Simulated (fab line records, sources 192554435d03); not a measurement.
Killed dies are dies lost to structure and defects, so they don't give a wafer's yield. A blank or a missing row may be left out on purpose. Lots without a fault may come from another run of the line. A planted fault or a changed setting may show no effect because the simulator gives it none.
fab line records | flow n5_finfet
record lots=5 wafers=15 last_day=13
route steps=1938 shown BEOL_M3@999 BEOL_M4@1021
lots that met no fault: from a run of the same line without faults
start_h: hours from the record's first day to the start of the lot's first wafer shown | wait_h: hours since the lot's step before | " the same as in the row above | L1.1+2: a row that stands for several wafers | - no value, or no start given | * or withheld: withheld | < > ~ a bound
route shown NAME@n: a module of which the file shows steps, and the number in the route of the first | usual: mean/standard deviation of fault-free wafers | same: alike in all rows | chamber/n: place in a boat | sites: the reading at each site | _std_site: their standard deviation | _edge_site: outer sites' mean less inner sites' | radius_mm: how far each site lies from the wafer's centre | mask NAME#n: copy n | behind: the tool/chamber that last shaped the wafer | hold: why the lot was held/for how many hours/how that ended | device: the transistor (n, p or np) that didn't switch | end of line: the same wafers' tests at the end of the route | a step without rows: its recipe alone | killed: dies lost to structure and defects at the first sort, not the wafer's yield | map: a wafer's dies, x killed, . not, _ none there
set.NAME: the setting as run; set.NAME@STEP: as run at that earlier step | model.NAME: the simulator's own value behind a step, which no gauge read
lots at some steps of the route; a table a step, a row a wafer
services: from which hour (start_h, from the record's first day; less than 0 if before it) a tool's chamber was out of use, for how many hours, and why
## steps
# step N5_BEOL_M3_ANNEAL_82
# recipe temp_c=400 time_s=240 ambient=vacuum
# usual heater_power_w=884/140 susceptor_temp_C_max=400.8/0.36
# columns lot.wafer tool chamber start_h wait_h heater_power_w susceptor_temp_C_max
L076.2 pvd_sputter-03 - 163.93 0.0 998 400.6
L076.3 " - " " 812 400.6
L076.5 " - " " 1004 400.5
L075.2 pvd_sputter-03 - 165.77 0.0 880 401.2
L075.4 " - " " 764 401.3
L075.6 " - " " 795 400.6
L078.3 pvd_sputter-01 - 170.87 0.0 848 400.7
L078.5 " - " " 839 400.8
L078.6 " - " " 795 400.9
L081.1 pvd_sputter-01 - 183.11 0.0 1110 401.0
L081.3 " - " " 840 400.8
L081.6 " - " " 670 400.8
L080.1 pvd_sputter-02 - 187.60 0.0 1059 400.9
L080.5 " - " " 1045 401.1
L080.6 " - " " 807 400.4
# step N5_BEOL_M3_SPUTTER_86
# recipe material=Cu target_thk_a=45 temp_c=-20 chamber_pressure_pa=0.07 power_w=withheld time_s=8.29
# usual throttle_valve_pct=30.6/0.84
# columns lot.wafer tool chamber start_h wait_h throttle_valve_pct
L076.2 pvd_sputter-03 - 164.07 0.1 29.8
L076.3 " - " " 31.2
L076.5 " - " " 29.4
L075.2 pvd_sputter-03 - 165.91 0.1 29.3
L075.4 " - " " 29.8
L075.6 " - " " 31.4
L078.3 pvd_sputter-01 - 171.01 0.1 30.5
L078.5 " - " " 30.4
L078.6 " - " " 31.9
L081.1 pvd_sputter-01 - 183.25 0.1 31.6
L081.3 " - " " 30.9
L081.6 " - " " 30.1
L080.1 pvd_sputter-02 - 187.74 0.1 30.6
L080.5 " - " " 30.4
L080.6 " - " " 29.3
# step N5_BEOL_M3_ANNEAL_87
# recipe temp_c=400 time_s=240 ambient=vacuum
# usual heater_power_w=884/140 susceptor_temp_C_max=400.8/0.38
# columns lot.wafer tool chamber start_h wait_h heater_power_w susceptor_temp_C_max
L076.2 pvd_sputter-03 - 164.15 0.0 1007 400.7
L076.3 " - " " 808 401.1
L076.5 " - " " 988 400.7
L075.2 pvd_sputter-03 - 165.99 0.0 892 401.4
L075.4 " - " " 765 401.8
L075.6 " - " " 799 400.3
L078.3 pvd_sputter-01 - 171.09 0.0 831 401.0
L078.5 " - " " 837 400.7
L078.6 " - " " 790 400.8
L081.1 pvd_sputter-01 - 183.33 0.0 1092 400.7
L081.3 " - " " 834 400.4
L081.6 " - " " 637 400.9
L080.1 pvd_sputter-02 - 187.82 0.0 1024 401.0
L080.5 " - " " 1040 400.9
L080.6 " - " " 819 400.6
# step N5_BEOL_M3_SPUTTER_88
# recipe material=Cu target_thk_a=45 temp_c=-20 chamber_pressure_pa=0.07 power_w=withheld time_s=8.29
# usual throttle_valve_pct=30.6/0.82
# columns lot.wafer tool chamber start_h wait_h throttle_valve_pct
L076.2 pvd_sputter-03 - 164.29 0.1 29.4
L076.3 " - " " 31.4
L076.5 " - " " 29.4
L075.2 pvd_sputter-03 - 166.13 0.1 29.9
L075.4 " - " " 29.8
L075.6 " - " " 31.3
L078.3 pvd_sputter-01 - 171.23 0.1 30.4
L078.5 " - " " 30.6
L078.6 " - " " 32.0
L081.1 pvd_sputter-01 - 183.47 0.1 31.5
L081.3 " - " " 30.1
L081.6 " - " " 30.5
L080.1 pvd_sputter-02 - 187.96 0.1 30.5
L080.5 " - " " 30.8
L080.6 " - " " 29.7
# step N5_BEOL_M3_ANNEAL_89
# recipe temp_c=400 time_s=240 ambient=vacuum
# usual heater_power_w=884/140 susceptor_temp_C_max=400.8/0.36
# columns lot.wafer tool chamber start_h wait_h heater_power_w susceptor_temp_C_max
L076.2 pvd_sputter-03 - 164.37 0.0 1003 400.7
L076.3 " - " " 812 400.6
L076.5 " - " " 993 401.1
L075.2 pvd_sputter-03 - 166.21 0.0 903 401.4
L075.4 " - " " 752 401.3
L075.6 " - " " 835 400.5
L078.3 pvd_sputter-01 - 171.31 0.0 817 400.4
L078.5 " - " " 817 400.6
L078.6 " - " " 812 401.2
L081.1 pvd_sputter-01 - 183.55 0.0 1100 400.6
L081.3 " - " " 839 400.8
L081.6 " - " " 648 400.8
L080.1 pvd_sputter-02 - 188.04 0.0 1034 400.5
L080.5 " - " " 1044 400.6
L080.6 " - " " 805 400.7
# step N5_BEOL_M3_SPUTTER_90
# recipe material=Cu target_thk_a=45 temp_c=-20 chamber_pressure_pa=0.07 power_w=withheld time_s=8.29
# usual throttle_valve_pct=30.6/0.82
# columns lot.wafer tool chamber start_h wait_h throttle_valve_pct
L076.2 pvd_sputter-03 - 164.51 0.1 29.6
L076.3 " - " " 31.3
L076.5 " - " " 29.7
L075.2 pvd_sputter-03 - 166.35 0.1 29.5
L075.4 " - " " 29.9
L075.6 " - " " 31.0
L078.3 pvd_sputter-01 - 171.45 0.1 30.5
L078.5 " - " " 30.1
L078.6 " - " " 32.0
L081.1 pvd_sputter-01 - 183.69 0.1 31.3
L081.3 " - " " 30.6
L081.6 " - " " 30.3
L080.1 pvd_sputter-02 - 188.18 0.1 30.7
L080.5 " - " " 30.7
L080.6 " - " " 29.5
# step N5_BEOL_M3_ANNEAL_91
# recipe temp_c=400 time_s=240 ambient=vacuum
# usual heater_power_w=887/140 susceptor_temp_C_max=400.9/0.39
# columns lot.wafer tool chamber start_h wait_h heater_power_w susceptor_temp_C_max
L076.2 pvd_sputter-03 - 164.59 0.0 997 400.7
L076.3 " - " " 797 401.0
L076.5 " - " " 977 400.4
L075.2 pvd_sputter-03 - 166.43 0.0 896 401.7
L075.4 " - " " 788 401.1
L075.6 " - " " 788 400.7
L078.3 pvd_sputter-01 - 171.53 0.0 841 401.0
L078.5 " - " " 843 401.2
L078.6 " - " " 809 401.1
L081.1 pvd_sputter-01 - 183.77 0.0 1069 400.5
L081.3 " - " " 836 400.7
L081.6 " - " " 650 400.5
L080.1 pvd_sputter-02 - 188.26 0.0 1029 400.3
L080.5 " - " " 1045 400.5
L080.6 " - " " 816 400.3
# step N5_BEOL_M3_SPUTTER_92
# recipe material=Cu target_thk_a=45 temp_c=-20 chamber_pressure_pa=0.07 power_w=withheld time_s=8.29
# usual throttle_valve_pct=30.6/0.83
# columns lot.wafer tool chamber start_h wait_h throttle_valve_pct
L076.2 pvd_sputter-03 - 164.73 0.1 29.6
L076.3 " - " " 31.3
L076.5 " - " " 29.6
L075.2 pvd_sputter-03 - 166.57 0.1 29.6
L075.4 " - " " 29.5
L075.6 " - " " 31.5
L078.3 pvd_sputter-01 - 171.67 0.1 30.4
L078.5 " - " " 30.5
L078.6 " - " " 31.8
L081.1 pvd_sputter-01 - 183.91 0.1 31.2
L081.3 " - " " 30.3
L081.6 " - " " 30.5
L080.1 pvd_sputter-02 - 188.40 0.1 31.1
L080.5 " - " " 30.8
L080.6 " - " " 29.6
# step N5_BEOL_M3_ANNEAL_93
# recipe temp_c=400 time_s=240 ambient=vacuum
# usual heater_power_w=885/130 susceptor_temp_C_max=400.9/0.38
# columns lot.wafer tool chamber start_h wait_h heater_power_w susceptor_temp_C_max
L076.2 pvd_sputter-03 - 164.81 0.0 1034 401.1
L076.3 " - " " 807 400.7
L076.5 " - " " 1014 400.6
L075.2 pvd_sputter-03 - 166.65 0.0 883 401.5
L075.4 " - " " 800 401.9
L075.6 " - " " 813 401.4
L078.3 pvd_sputter-01 - 171.75 0.0 831 400.5
L078.5 " - " " 823 401.0
L078.6 " - " " 829 400.7
L081.1 pvd_sputter-01 - 183.99 0.0 1076 400.7
L081.3 " - " " 837 400.7
L081.6 " - " " 643 400.4
L080.1 pvd_sputter-02 - 188.48 0.0 1034 401.1
L080.5 " - " " 1029 400.4
L080.6 " - " " 801 400.5
# step N5_BEOL_M3_SPUTTER_94
# recipe material=Cu target_thk_a=45 temp_c=-20 chamber_pressure_pa=0.07 power_w=withheld time_s=8.29
# usual throttle_valve_pct=30.6/0.84
# columns lot.wafer tool chamber start_h wait_h throttle_valve_pct
L076.2 pvd_sputter-03 - 164.95 0.1 29.7
L076.3 " - " " 31.2
L076.5 " - " " 29.6
L075.2 pvd_sputter-03 - 166.79 0.1 29.6
L075.4 " - " " 29.9
L075.6 " - " " 31.2
L078.3 pvd_sputter-01 - 171.89 0.1 30.3
L078.5 " - " " 30.3
L078.6 " - " " 31.9
L081.1 pvd_sputter-01 - 184.13 0.1 31.4
L081.3 " - " " 30.5
L081.6 " - " " 30.2
L080.1 pvd_sputter-02 - 188.62 0.1 30.6
L080.5 " - " " 30.6
L080.6 " - " " 29.4
# step N5_BEOL_M3_ANNEAL_95
# recipe temp_c=400 time_s=240 ambient=vacuum
# usual heater_power_w=883/140 susceptor_temp_C_max=400.8/0.34
# columns lot.wafer tool chamber start_h wait_h heater_power_w susceptor_temp_C_max
L076.2 pvd_sputter-03 - 165.03 0.0 1012 400.7
L076.3 " - " " 814 400.3
L076.5 " - " " 986 400.5
L075.2 pvd_sputter-03 - 166.87 0.0 889 401.0
L075.4 " - " " 748 401.7
L075.6 " - " " 804 401.4
L078.3 pvd_sputter-01 - 171.97 0.0 840 400.5
L078.5 " - " " 854 400.8
L078.6 " - " " 830 401.0
L081.1 pvd_sputter-01 - 184.21 0.0 1081 400.9
L081.3 " - " " 855 401.0
L081.6 " - " " 642 400.9
L080.1 pvd_sputter-02 - 188.70 0.0 1020 400.3
L080.5 " - " " 1037 400.6
L080.6 " - " " 796 400.5
# step N5_BEOL_M3_SPUTTER_96
# recipe material=Cu target_thk_a=45 temp_c=-20 chamber_pressure_pa=0.07 power_w=withheld time_s=8.29
# usual throttle_valve_pct=30.6/0.8
# columns lot.wafer tool chamber start_h wait_h throttle_valve_pct
L076.2 pvd_sputter-03 - 165.17 0.1 29.5
L076.3 " - " " 31.2
L076.5 " - " " 29.5
L075.2 pvd_sputter-03 - 167.01 0.1 29.7
L075.4 " - " " 29.8
L075.6 " - " " 31.4
L078.3 pvd_sputter-01 - 172.11 0.1 30.3
L078.5 " - " " 30.6
L078.6 " - " " 32.0
L081.1 pvd_sputter-01 - 184.35 0.1 31.5
L081.3 " - " " 30.5
L081.6 " - " " 30.1
L080.1 pvd_sputter-02 - 188.84 0.1 30.6
L080.5 " - " " 30.6
L080.6 " - " " 29.5
# step N5_BEOL_M3_ECD_50
# recipe material=Cu target_thk_a=3000
# columns lot.wafer tool chamber start_h wait_h
L076.2+3+5 ecd_cu-01 0,0,1 165.29 0.1
L075.2+4+6 ecd_cu-02 0,1,1 167.13 0.1
L078.3+5+6 ecd_cu-01 1,1,0 172.25 0.1
L081.1+3+6 ecd_cu-02 0,0,1 184.46 0.1
L080.1+5+6 ecd_cu-01 1,0,1 188.95 0.1
# step N5_BEOL_M3_ANNEAL_51
# recipe temp_c=225 time_s=90 ambient=N2
# usual wafer_temp_C_max=225.89/0.2
# columns lot.wafer tool chamber start_h wait_h wafer_temp_C_max
L076.2 rtp_anneal-01 0 165.59 0.3 226.04
L076.3 " 0 " " 225.94
L076.5 " 0 " " 225.51
L075.2 rtp_anneal-01 0 167.25 0.1 225.58
L075.4 " 0 " " 225.75
L075.6 " 0 " " 225.81
L078.3 rtp_anneal-02 0 172.42 0.2 225.94
L078.5 " 0 " " 225.73
L078.6 " 0 " " 225.93
L081.1 rtp_anneal-02 0 184.54 0.1 225.90
L081.3 " 0 " " 226.03
L081.6 " 0 " " 226.02
L080.1 rtp_anneal-02 0 189.03 0.1 226.04
L080.5 " 0 " " 225.93
L080.6 " 0 " " 225.90
# step N5_BEOL_M3_CMP_52
# recipe stop_on=SiOC t_overpolish_s=6.8 down_force_psi=1 platen_rpm=50 clearing_platen_down_force_psi=1.5 clearing_platen_rpm=50 post_cmp_clean=cu_alkaline target_thk_nm=40 clearing_platen_pad_velocity_m_s=0.99484 pad_velocity_m_s=0.99484
# usual barrier_field_endpoint_s=24.9/0.63 clearing_platen_down_force_psi=1.500/0.0034 motor_current_A=6.1/0.49 overpolish_run_s=6.801/0.01 platen_rpm=50.00/0.031 time_to_endpoint_s=63/3.3
# columns lot.wafer tool chamber start_h wait_h barrier_field_endpoint_s clearing_platen_down_force_psi motor_current_A overpolish_run_s platen_rpm time_to_endpoint_s
L076.2 cmp-02 3 165.89 0.3 25.0 1.492 6.4 6.803 49.98 65
L076.3 " 0 " " 26.3 1.498 6.2 6.796 50.00 67
L076.5 " 3 " " 26.0 1.495 6.2 6.806 49.97 67
L075.4 cmp-02 1 167.54 0.2 25.8 1.499 6.4 6.821 50.02 66
L075.2 " 2 " " 24.6 1.499 5.9 6.802 50.01 65
L075.6 " 1 " " 25.0 1.499 6.0 6.789 50.01 64
L078.3 cmp-03 1 172.67 0.2 23.7 1.500 5.8 6.800 49.99 59
L078.6 " 0 " " 25.0 1.505 6.1 6.806 50.06 68
L078.5 " 1 " " 24.4 1.495 5.6 6.793 50.04 55
L081.1 cmp-02 0 184.92 0.3 24.9 1.497 5.9 6.802 50.01 65
L081.3 " 1 " " 23.7 1.496 6.2 6.819 50.02 60
L081.6 " 3 " " 24.6 1.495 6.4 6.792 50.02 62
L080.1 cmp-01 1 189.33 0.3 24.9 1.501 5.0 6.787 50.03 62
L080.6 " 1 " " 25.3 1.505 5.4 6.799 50.01 65
L080.5 " 2 " " 25.2 1.502 6.7 6.794 50.02 65
# step N5_BEOL_M3_THK_MEAS_53
# recipe thk_meas_gauge=xrf reads=Cu_of_BEOL_M3_ECD_50
# usual M3_THK=40.8/1.3
# columns lot.wafer tool chamber start_h wait_h M3_THK[nm]
L076.2 film_metro-01 - 166.15 - 41.0
L076.3 " - " " 40.7
L076.5 " - " " 40.6
L075.2 film_metro-02 - 167.80 - 39.0
L075.4 " - " " 40.5
L075.6 " - " " 40.0
L078.3 film_metro-02 - 172.92 - 38.7
L078.5 " - " " 39.6
L078.6 " - " " 42.8
L081.1 film_metro-01 - 185.13 - 40.7
L081.3 " - " " 40.4
L081.6 " - " " 42.6
L080.1 film_metro-01 - 189.62 - 39.7
L080.5 " - " " 40.1
L080.6 " - " " 44.5
# step N5_BEOL_M3_PRE_CLEAN_60
# recipe gas=NH3/H2 time_s=15 temp_c=* rf_power_w=300
# usual heater_power_w=79/12
# columns lot.wafer tool chamber start_h wait_h heater_power_w
L076.2 cvd_co-02 0 166.18 0.0 88
L076.3 " 2 " " 59
L076.5 " 0 " " 89
L075.2 cvd_co-02 1 167.84 0.0 69
L075.4 " 1 " " 70
L075.6 " 2 " " 55
L078.3 cvd_co-02 0 172.96 0.0 90
L078.5 " 0 " " 89
L078.6 " 2 " " 59
L081.1 cvd_co-02 2 185.17 0.0 60
L081.3 " 0 " " 89
L081.6 " 2 " " 59
L080.1 cvd_co-02 2 189.66 0.0 58
L080.5 " 1 " " 67
L080.6 " 2 " " 59
# step N5_BEOL_M3_CO_CAP_55
# recipe material=Co target_thk_a=20 temp_c=200 precursor=CCTBA/H2 pressure_torr=30 time_s=102.1
# usual heater_power_w=229/15
# columns lot.wafer tool chamber start_h wait_h heater_power_w
L076.2 cvd_co-02 0 166.22 0.0 248
L076.3 " 2 " " 205
L076.5 " 0 " " 254
L075.2 cvd_co-02 1 167.88 0.0 214
L075.4 " 1 " " 218
L075.6 " 2 " " 203
L078.3 cvd_co-02 0 173.00 0.0 237
L078.5 " 0 " " 242
L078.6 " 2 " " 200
L081.1 cvd_co-02 2 185.21 0.0 200
L081.3 " 0 " " 239
L081.6 " 2 " " 202
L080.1 cvd_co-02 2 189.70 0.0 208
L080.5 " 1 " " 214
L080.6 " 2 " " 203
# step N5_BEOL_M3_PRE_CLEAN_56
# recipe gas=NH3 time_s=15 temp_c=withheld rf_power_w=300
# columns lot.wafer tool chamber start_h wait_h
L076.2+3+5 pecvd-04 0,2,0 166.31 0.1
L075.2+4+6 pecvd-02 1,1,2 167.97 0.1
L078.3+5+6 pecvd-02 0,2,1 173.09 0.1
L081.1+3+6 pecvd-02 0,1,0 185.30 0.1
L080.1+5+6 pecvd-01 1,1,2 189.79 0.1
# step N5_BEOL_M3_DEP_57
# recipe material=SiCN target_thk_a=80 temp_c=withheld precursor=3MS/NH3 pressure_torr=3 rf_w=202 time_s=14
# usual showerhead_plenum_p_Torr=3.665/0.011 throttle_valve_pct=9.2/0.7
# columns lot.wafer tool chamber start_h wait_h showerhead_plenum_p_Torr throttle_valve_pct
L076.2 pecvd-04 0 166.35 0.0 3.657 9.0
L076.3 " 2 " " 3.663 9.7
L076.5 " 0 " " 3.662 9.1
L075.2 pecvd-02 1 167.99 0.0 3.677 8.6
L075.4 " 1 " " 3.685 9.0
L075.6 " 2 " " 3.665 8.1
L078.3 pecvd-02 0 173.12 0.0 3.656 9.2
L078.5 " 2 " " 3.658 8.2
L078.6 " 1 " " 3.694 8.9
L081.1 pecvd-02 0 185.33 0.0 3.656 9.4
L081.3 " 1 " " 3.678 8.8
L081.6 " 0 " " 3.653 9.3
L080.1 pecvd-01 1 189.82 0.0 3.668 10.7
L080.5 " 1 " " 3.678 10.4
L080.6 " 2 " " 3.663 8.6
# step N5_BEOL_M3_RS_MEAS_58
# recipe thk_meas_gauge=four-point-probe reads=Co_of_BEOL_M3_CO_CAP_55+Cu_of_BEOL_M3_ECD_50+Co_of_BEOL_M3_CVD_47+TaN_of_BEOL_M3_ALD_84
# usual M3_RS=0.660/0.028
# columns lot.wafer tool chamber start_h wait_h M3_RS[ohm/sq]
L076.2 film_metro-02 - 166.44 0.1 0.647
L076.3 " - " " 0.653
L076.5 " - " " 0.658
L075.2 film_metro-01 - 168.06 0.1 0.689
L075.4 " - " " 0.662
L075.6 " - " " 0.673
L078.3 film_metro-01 - 173.18 0.1 0.706
L078.5 " - " " 0.681
L078.6 " - " " 0.620
L081.1 film_metro-01 - 185.40 0.0 0.658
L081.3 " - " " 0.662
L081.6 " - " " 0.615
L080.1 film_metro-01 - 189.88 0.0 0.692
L080.5 " - " " 0.679
L080.6 " - " " 0.597
# step N5_BEOL_M3_INSPECT_59
# recipe inspect_instrument=darkfield mode=post_dep
# usual raw_defect_count=73/22
# columns lot.wafer tool chamber start_h wait_h raw_defect_count
L076.2 defect_inspect-02 - 166.46 0.0 49
L076.3 " - " " 59
L076.5 " - " " 60
L075.2 defect_inspect-01 - 168.09 0.0 50
L075.4 " - " " 114
L075.6 " - " " 47
L078.3 defect_inspect-02 - 173.21 0.0 64
L078.5 " - " " 102
L078.6 " - " " 52
L081.1 defect_inspect-02 - 185.42 0.0 74
L081.3 " - " " 44
L081.6 " - " " 77
L080.1 defect_inspect-02 - 189.91 0.0 46
L080.5 " - " " 83
L080.6 " - " " 67
# step N5_BEOL_M4_ILD_DEP_00
# recipe material=SiOC target_thk_a=790 temp_c=350 precursor=DEMS/O2 pressure_torr=5 rf_w=500 time_s=15.3
# usual heater_power_w=455/48 showerhead_plenum_p_Torr=5.695/0.013 throttle_valve_pct=12.1/0.77
# columns lot.wafer tool chamber start_h wait_h heater_power_w showerhead_plenum_p_Torr throttle_valve_pct
L076.2 pecvd-01 0 166.50 0.0 479 5.689 12.6
L076.3 " 1 " " 470 5.705 14.1
L076.5 " 0 " " 478 5.683 12.8
L075.2 pecvd-04 0 168.12 0.0 416 5.680 11.9
L075.4 " 0 " " 432 5.677 11.7
L075.6 " 2 " " 414 5.691 12.8
L078.3 pecvd-04 2 173.25 0.0 461 5.693 12.9
L078.5 " 1 " " 411 5.684 12.1
L078.6 " 0 " " 387 5.678 11.9
L081.1 pecvd-03 2 185.46 0.0 469 5.712 11.5
L081.3 " 0 " " 369 5.689 12.1
L081.6 " 0 " " 378 5.669 12.5
L080.1 pecvd-03 0 189.95 0.0 439 5.694 12.4
L080.5 " 0 " " 443 5.702 12.4
L080.6 " 2 " " 418 5.687 11.5
# step N5_BEOL_M4_THK_MEAS_01
# recipe reads=SiOC_of_BEOL_M4_ILD_DEP_00
# usual M4_ILD_THK=79.2/1
# columns lot.wafer tool chamber start_h wait_h M4_ILD_THK[nm]
L076.2 film_metro-02 - 166.57 0.1 79.2
L076.3 " - " " 77.5
L076.5 " - " " 79.6
L075.2 film_metro-01 - 168.21 0.1 78.4
L075.4 " - " " 79.6
L075.6 " - " " 78.3
L078.3 film_metro-01 - 173.31 0.1 78.8
L078.5 " - " " 79.4
L078.6 " - " " 80.3
L081.1 film_metro-02 - 185.53 0.0 77.9
L081.3 " - " " 77.8
L081.6 " - " " 79.8
L080.1 film_metro-02 - 190.01 0.0 78.7
L080.5 " - " " 80.3
L080.6 " - " " 79.9
# step N5_BEOL_M4_PECVD_72
# recipe material=SiO2 target_thk_a=160 temp_c=400 precursor=TEOS/O2 pressure_torr=5.5 rf_w=450 teos_flow_sccm=53.8 gas=O2 flow_sccm=3000 time_s=18
# usual heater_power_w=675/61 showerhead_plenum_p_Torr=8.78/0.043 throttle_valve_pct=22.8/1.4
# columns lot.wafer tool chamber start_h wait_h heater_power_w showerhead_plenum_p_Torr throttle_valve_pct
L076.2 pecvd-03 0 166.60 0.0 610 8.77 22.8
L076.3 " 2 " " 578 8.82 21.8
L076.5 " 1 " " 693 8.85 22.4
L075.2 pecvd-01 2 168.24 0.0 719 8.81 22.3
L075.4 " 1 " " 748 8.81 26.3
L075.6 " 0 " " 715 8.72 24.0
L078.3 pecvd-04 1 173.35 0.0 759 8.73 22.7
L078.5 " 0 " " 549 8.78 22.2
L078.6 " 1 " " 749 8.74 22.9
L081.1 pecvd-01 2 185.56 0.0 680 8.82 22.2
L081.3 " 0 " " 725 8.73 23.9
L081.6 " 0 " " 728 8.72 24.2
L080.1 pecvd-04 2 190.05 0.0 670 8.77 23.8
L080.5 " 1 " " 633 8.73 22.7
L080.6 " 0 " " 632 8.76 22.1
# step N5_BEOL_M4_HM_DEP_02
# recipe material=TiN target_thk_a=200 temp_c=25 chamber_pressure_pa=0.49996
# usual throttle_valve_pct=30.4/0.83
# columns lot.wafer tool chamber start_h wait_h throttle_valve_pct
L076.2 pvd_sputter-03 - 167.47 0.9 31.3
L076.3 " - " " 29.8
L076.5 " - " " 31.5
L075.2 pvd_sputter-03 - 168.63 0.4 31.3
L075.4 " - " " 29.7
L075.6 " - " " 31.1
L078.3 pvd_sputter-01 - 174.37 1.0 30.1
L078.5 " - " " 30.5
L078.6 " - " " 31.9
L081.1 pvd_sputter-03 - 186.39 0.8 31.3
L081.3 " - " " 29.5
L081.6 " - " " 31.4
L080.1 pvd_sputter-03 - 191.63 1.6 29.6
L080.5 " - " " 29.6
L080.6 " - " " 29.7
# step N5_BEOL_M4_COAT_61
# recipe resist=SOC temp_c=250 time_s=60 spin_rpm=1500 resist_thk_nm=60
# columns lot.wafer tool chamber start_h wait_h
L076.2+3+5 litho_track-01 0 167.60 0.1
L075.2+4+6 litho_track-03 0 168.77 0.1
L078.3+5+6 litho_track-05 0 174.50 0.1
L081.1+3+6 litho_track-01 0 186.52 0.1
L080.1+5+6 litho_track-01 0 191.75 0.1
# step N5_BEOL_M4_COAT_62
# recipe resist=SiARC temp_c=220 time_s=60 spin_rpm=1500 resist_thk_nm=12
# columns lot.wafer tool chamber start_h wait_h
L076.2+3+5 litho_track-01 0 - -
L075.2+4+6 litho_track-03 0 - -
L078.3+5+6 litho_track-05 0 - -
L081.1+3+6 litho_track-01 0 - -
L080.1+5+6 litho_track-01 0 - -
# step N5_BEOL_M4_COAT_73
# recipe resist=underlayer temp_c=205 time_s=60 spin_rpm=1500 resist_thk_nm=5
# columns lot.wafer tool chamber start_h wait_h
L076.2+3+5 litho_track-01 0 - -
L075.2+4+6 litho_track-03 0 - -
L078.3+5+6 litho_track-05 0 - -
L081.1+3+6 litho_track-01 0 - -
L080.1+5+6 litho_track-01 0 - -
# step N5_BEOL_M4_COAT_05
# recipe resist=CAR-EUV spin_rpm=1500 resist_thk_nm=30
# columns lot.wafer tool chamber start_h wait_h
L076.2+3+5 litho_track-01 0 - -
L075.2+4+6 litho_track-03 0 - -
L078.3+5+6 litho_track-05 0 - -
L081.1+3+6 litho_track-01 0 - -
L080.1+5+6 litho_track-01 0 - -
# step N5_BEOL_M4_EBR_07
# recipe solvent=PGMEA ebr_width_mm=1.5
# columns lot.wafer tool chamber start_h wait_h
L076.2+3+5 litho_track-01 0 - -
L075.2+4+6 litho_track-03 0 - -
L078.3+5+6 litho_track-05 0 - -
L081.1+3+6 litho_track-01 0 - -
L080.1+5+6 litho_track-01 0 - -
# step N5_BEOL_M4_SOFTBAKE_06
# recipe temp_c=110 time_s=60 resist=CAR-EUV
# columns lot.wafer tool chamber start_h wait_h
L076.2+3+5 litho_track-01 0 - -
L075.2+4+6 litho_track-03 0 - -
L078.3+5+6 litho_track-05 0 - -
L081.1+3+6 litho_track-01 0 - -
L080.1+5+6 litho_track-01 0 - -
# step N5_BEOL_M4_EXPOSE_08
# recipe mask_id=M4 na=0.33 source_shape=dipole sigma_inner=0.369 sigma_outer=0.767 polarization=unpolarized dose_mj=41.25
# usual focus_offset_nm=0.0/0.51
# same dipole_opening_deg=79.7
# columns lot.wafer tool chamber start_h wait_h mask focus_offset_nm
L076.2 euv_scanner-01 0 167.74 - M4#0 -0.7
L076.3 " 0 " " M4#0 0.4
L076.5 " 0 " " M4#0 0.1
L075.2 euv_scanner-01 0 168.92 - M4#0 -0.8
L075.4 " 0 " " M4#0 -0.6
L075.6 " 0 " " M4#0 0.0
L078.3 euv_scanner-02 0 174.77 - M4#0 0.0
L078.5 " 0 " " M4#0 0.2
L078.6 " 0 " " M4#0 0.0
L081.1 euv_scanner-02 0 186.78 - M4#0 0.0
L081.3 " 0 " " M4#0 0.1
L081.6 " 0 " " M4#0 -0.4
L080.1 euv_scanner-01 0 192.01 - M4#0 0.1
L080.5 " 0 " " M4#0 -0.1
L080.6 " 0 " " M4#0 0.4
# step N5_BEOL_M4_PEB_09
# recipe peb_temp_c=100 peb_time_s=60 resist=CAR-EUV
# columns lot.wafer tool chamber start_h wait_h
L076.2+3+5 litho_track-05 0 167.80 0.1
L075.2+4+6 litho_track-05 0 168.97 0.1
L078.3+5+6 litho_track-01 0 174.83 0.0
L081.1+3+6 litho_track-05 0 186.84 0.1
L080.1+5+6 litho_track-01 0 192.08 0.1
# step N5_BEOL_M4_DEVELOP_10
# recipe develop_time_s=30 developer=TMAH resist=CAR-EUV rinse_liquid=surfactant_rinse dry=air_spin dev_temp_c=23
# columns lot.wafer tool chamber start_h wait_h
L076.2+3+5 litho_track-05 0 - -
L075.2+4+6 litho_track-05 0 - -
L078.3+5+6 litho_track-01 0 - -
L081.1+3+6 litho_track-05 0 - -
L080.1+5+6 litho_track-01 0 - -
# step N5_BEOL_M4_CD_MEAS_11
# recipe target_cd_nm=16.79 landing_energy_ev=500 detector=se_inlens polarity=opening
# usual cd_nm=16.80/0.26
# same landing_energy_ev=500
# columns lot.wafer tool chamber start_h wait_h cd_nm
L076.2 cd_sem-02 0 167.87 - 16.36
L076.3 " 0 " " 16.80
L076.5 " 0 " " 16.85
L075.2 cd_sem-01 0 169.04 - 16.30
L075.4 " 0 " " 16.57
L075.6 " 0 " " 16.92
L078.3 cd_sem-01 0 174.89 - 16.95
L078.5 " 0 " " 16.97
L078.6 " 0 " " 16.89
L081.1 cd_sem-03 0 186.91 - 17.04
L081.3 " 0 " " 16.88
L081.6 " 0 " " 16.74
L080.1 cd_sem-01 0 192.15 - 16.60
L080.5 " 0 " " 16.79
L080.6 " 0 " " 16.74
# step N5_BEOL_M4_OVL_MEAS_12
# recipe points_per_wafer=522
# usual M4_OVL=-0.4/0.76
# columns lot.wafer tool chamber start_h wait_h M4_OVL[nm]
L076.2 overlay-01 0 167.90 0.0 0.0
L076.3 " 0 " " -0.8
L076.5 " 0 " " -0.4
L075.2 overlay-02 0 169.08 0.0 -0.2
L075.4 " 0 " " -0.9
L075.6 " 0 " " -0.1
L078.3 overlay-01 0 174.93 0.0 0.8
L078.5 " 0 " " 1.1
L078.6 " 0 " " -0.4
L081.1 overlay-01 0 186.94 0.0 0.2
L081.3 " 0 " " -0.2
L081.6 " 0 " " 0.6
L080.1 overlay-02 0 192.18 0.0 -0.1
L080.5 " 0 " " 0.1
L080.6 " 0 " " -1.0
## services
# columns tool chamber start_h hours kind
euv_scanner-01 - 140.87 2.1 repair
pecvd-03 - 141.25 0.5 repair
cmp-02 - 152.72 2.9 repair
pecvd-02 0 153.68 4.6 repair
euv_scanner-02 - 156.12 1.0 pm
ecd_cu-01 - 159.45 0.6 repair
pecvd-03 0 160.72 5.5 scheduled_down
pecvd-04 1 163.50 5.5 scheduled_down
euv_scanner-01 - 169.13 1.0 pm
cvd_co-02 - 170.89 1.5 repair
ecd_cu-01 - 177.05 5.2 pm
cmp-03 - 185.30 6.0 repair
euv_scanner-02 0 186.03 - calibration
## key
fault none
